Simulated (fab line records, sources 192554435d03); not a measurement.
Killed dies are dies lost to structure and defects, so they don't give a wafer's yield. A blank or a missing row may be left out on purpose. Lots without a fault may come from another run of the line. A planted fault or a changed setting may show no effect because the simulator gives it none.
Chamber matching | flow n5_finfet | N5_BEOL_M1_CO_CAP_55 on cvd_co-01: 3 sister chambers
The step material Co, precursor CCTBA/H2, target thk 2 nm, time 102.1 s. 6 wafers are shown with their chamber, then 10 later ones without.

WAFERS WITH THEIR CHAMBER
wafer  | chamber | heater_power_w (W)
L081.4 | 0       | 218
L085.4 | 0       | 214
L085.6 | 1       | 226
L086.6 | 1       | 223
L093.1 | 2       | 270
L093.4 | 2       | 273

WAFERS WITHOUT THEIR CHAMBER
wafer  | heater_power_w (W)
L093.6 | 211
L092.2 | 217
L092.4 | 219
L092.6 | 215
L094.1 | 273
L094.2 | 228
L094.3 | 215
L095.3 | 229
L095.5 | 271
L095.6 | 215

WHICH CHAMBER EACH WENT THROUGH
wafer  | from the rows above     | in truth
L093.6 | 0                       | 0
L092.2 | 0                       | 0
L092.4 | can't be placed: 0 or 1 | 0
L092.6 | 0                       | 0
L094.1 | 2                       | 2
L094.2 | 1                       | 1
L094.3 | 0                       | 0
L095.3 | 1                       | 1
L095.5 | 2                       | 2
L095.6 | 0                       | 0
Placed correctly: 9 of 10. Can't be placed from these rows: 1 (the true chamber is among the candidates in 1). Placed wrongly: 0.
How it was worked out, from the rows above alone: a wafer's distance from a chamber is the root of the sum, over the readings, of the square of ((its reading less the chamber's mean) divided by the reading's scatter). The wafer belongs to the nearest chamber; if the next one is less than 2 further off, it can't be placed. A chamber's mean is the mean of its shown wafers. The scatter: the root of (the sum of the squares of (reading less its chamber's mean) over the shown wafers, divided by (wafers less chambers)).
